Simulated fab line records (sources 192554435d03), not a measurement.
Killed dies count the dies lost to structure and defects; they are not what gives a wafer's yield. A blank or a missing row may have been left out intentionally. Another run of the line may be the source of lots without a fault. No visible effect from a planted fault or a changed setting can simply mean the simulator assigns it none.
Chamber matching || flow n5-finfet || N5_BEOL_M6_CURE_75 on uv-cure-02 has 3 sister chambers
The step cures SiCOH lowk, time 120 s. 18 wafers are shown with their chamber, then 9 later ones without.

EACH WAFER AND ITS CHAMBER
{"wafer": "L075.2", "chamber": 1, "wafer_temp_C_max": 373.0, "lamp-power-pct (%)": 52.38}
{"wafer": "L075.5", "chamber": 1, "wafer_temp_C_max": 371.8, "lamp-power-pct (%)": 52.30}
{"wafer": "L075.6", "chamber": 1, "wafer_temp_C_max": 371.7, "lamp-power-pct (%)": 52.42}
{"wafer": "L079.1", "chamber": 0, "wafer_temp_C_max": 373.6, "lamp-power-pct (%)": 52.28}
{"wafer": "L079.3", "chamber": 0, "wafer_temp_C_max": 372.4, "lamp-power-pct (%)": 52.36}
{"wafer": "L079.4", "chamber": 0, "wafer_temp_C_max": 372.9, "lamp-power-pct (%)": 52.32}
{"wafer": "L080.3", "chamber": 1, "wafer_temp_C_max": 372.5, "lamp-power-pct (%)": 52.29}
{"wafer": "L080.4", "chamber": 1, "wafer_temp_C_max": 371.4, "lamp-power-pct (%)": 52.33}
{"wafer": "L080.5", "chamber": 1, "wafer_temp_C_max": 372.5, "lamp-power-pct (%)": 52.45}
{"wafer": "L083.3", "chamber": 2, "wafer_temp_C_max": 371.2, "lamp-power-pct (%)": 52.35}
{"wafer": "L083.4", "chamber": 2, "wafer_temp_C_max": 372.1, "lamp-power-pct (%)": 52.34}
{"wafer": "L083.5", "chamber": 2, "wafer_temp_C_max": 371.5, "lamp-power-pct (%)": 52.24}
{"wafer": "L085.1", "chamber": 0, "wafer_temp_C_max": 372.5, "lamp-power-pct (%)": 52.40}
{"wafer": "L085.4", "chamber": 0, "wafer_temp_C_max": 372.1, "lamp-power-pct (%)": 52.33}
{"wafer": "L085.6", "chamber": 0, "wafer_temp_C_max": 372.4, "lamp-power-pct (%)": 52.31}
{"wafer": "L088.1", "chamber": 1, "wafer_temp_C_max": 372.4, "lamp-power-pct (%)": 52.33}
{"wafer": "L088.3", "chamber": 1, "wafer_temp_C_max": 372.0, "lamp-power-pct (%)": 52.37}
{"wafer": "L088.5", "chamber": 1, "wafer_temp_C_max": 372.8, "lamp-power-pct (%)": 52.28}

SIGNATURES (means of the wafers above)
{"reading": "wafer_temp_C_max", "chamber 0": 372.650, "chamber 1": 372.233, "chamber 2": 371.600, "scatter within a chamber": 0.525}
{"reading": "lamp-power-pct", "chamber 0": 52.3333, "chamber 1": 52.3500, "chamber 2": 52.3100, "scatter within a chamber": 0.0542}
Rule: distance of a wafer from a chamber = root of the sum over the readings of ((wafer's reading minus chamber's mean) / reading's scatter) squared. The wafer belongs to the nearest chamber; if the next one is less than 2 further off, it can't be placed. The scatter: the root of (the sum of the squares of (reading less its chamber's mean) over the shown wafers, divided by (wafers less chambers)).

WAFERS WHOSE CHAMBER IS MISSING
{"wafer": "L092.2", "wafer_temp_C_max": 372.1, "lamp-power-pct (%)": 52.30}
{"wafer": "L092.4", "wafer_temp_C_max": 373.2, "lamp-power-pct (%)": 52.29}
{"wafer": "L092.6", "wafer_temp_C_max": 372.7, "lamp-power-pct (%)": 52.22}
{"wafer": "L095.1", "wafer_temp_C_max": 371.9, "lamp-power-pct (%)": 52.38}
{"wafer": "L095.2", "wafer_temp_C_max": 372.6, "lamp-power-pct (%)": 52.32}
{"wafer": "L095.4", "wafer_temp_C_max": 372.5, "lamp-power-pct (%)": 52.27}
{"wafer": "L097.1", "wafer_temp_C_max": 372.1, "lamp-power-pct (%)": 52.27}
{"wafer": "L097.4", "wafer_temp_C_max": 372.3, "lamp-power-pct (%)": 52.31}
{"wafer": "L097.5", "wafer_temp_C_max": 372.1, "lamp-power-pct (%)": 52.30}

CHAMBER TAKEN BY EACH
{"wafer": "L092.2", "from the rows above": "can't be placed: 1 or 2 or 0", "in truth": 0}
{"wafer": "L092.4", "from the rows above": "can't be placed: 0 or 1 or 2", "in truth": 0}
{"wafer": "L092.6", "from the rows above": "can't be placed: 0 or 1 or 2", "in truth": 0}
{"wafer": "L095.1", "from the rows above": "can't be placed: 1 or 2 or 0", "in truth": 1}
{"wafer": "L095.2", "from the rows above": "can't be placed: 0 or 1 or 2", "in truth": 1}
{"wafer": "L095.4", "from the rows above": "can't be placed: 0 or 1 or 2", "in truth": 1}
{"wafer": "L097.1", "from the rows above": "can't be placed: 2 or 1 or 0", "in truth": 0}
{"wafer": "L097.4", "from the rows above": "can't be placed: 1 or 0 or 2", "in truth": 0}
{"wafer": "L097.5", "from the rows above": "can't be placed: 1 or 2 or 0", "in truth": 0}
Placed correctly: 0 of 9. Not placeable from these rows: 9 (in 9, the candidates include the true chamber). Placed wrongly: 0.
